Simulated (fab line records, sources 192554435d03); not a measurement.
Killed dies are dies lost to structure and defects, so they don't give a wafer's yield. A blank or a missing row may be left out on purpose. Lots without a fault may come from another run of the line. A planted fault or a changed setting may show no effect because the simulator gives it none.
Chamber matching | flow n5_finfet | N5_BEOL_M0_ETCH_128 on rie_diel-02: 4 sister chambers
The step etches SiCN in CF4/N2, target depth 12 nm, overetch 5.1 nm, time 21.4 s. 4 wafers are shown with their chamber, then 8 later ones without.

WAFERS WITH THEIR CHAMBER
wafer  | chamber | throttle_valve_pct (%)
L077.5 | 2       | 14.90
L085.1 | 3       | 15.64
L085.6 | 0       | 15.48
L086.3 | 1       | 14.93

WAFERS WITHOUT THEIR CHAMBER
wafer  | throttle_valve_pct (%)
L086.4 | 15.49
L086.5 | 15.48
L089.2 | 15.50
L089.5 | 15.65
L089.6 | 15.51
L097.2 | 15.69
L097.4 | 15.00
L097.5 | 15.00

WHICH CHAMBER EACH WENT THROUGH
wafer  | from the rows above     | in truth
L086.4 | 0                       | 0
L086.5 | 0                       | 0
L089.2 | 0                       | 0
L089.5 | 3                       | 3
L089.6 | 0                       | 0
L097.2 | 3                       | 3
L097.4 | can't be placed: 1 or 2 | 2
L097.5 | can't be placed: 1 or 2 | 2
Placed correctly: 6 of 8. Can't be placed from these rows: 2 (the true chamber is among the candidates in 2). Placed wrongly: 0.
How it was worked out, from the rows above alone: a wafer's distance from a chamber is the root of the sum, over the readings, of the square of ((its reading less the chamber's mean) divided by the reading's scatter). The wafer belongs to the nearest chamber; if the next one is less than 2 further off, it can't be placed. A chamber's mean is the mean of its shown wafers. The scatter: with one shown wafer a chamber, the root of the mean of the squares of how far each hidden wafer lies from its nearest shown one.
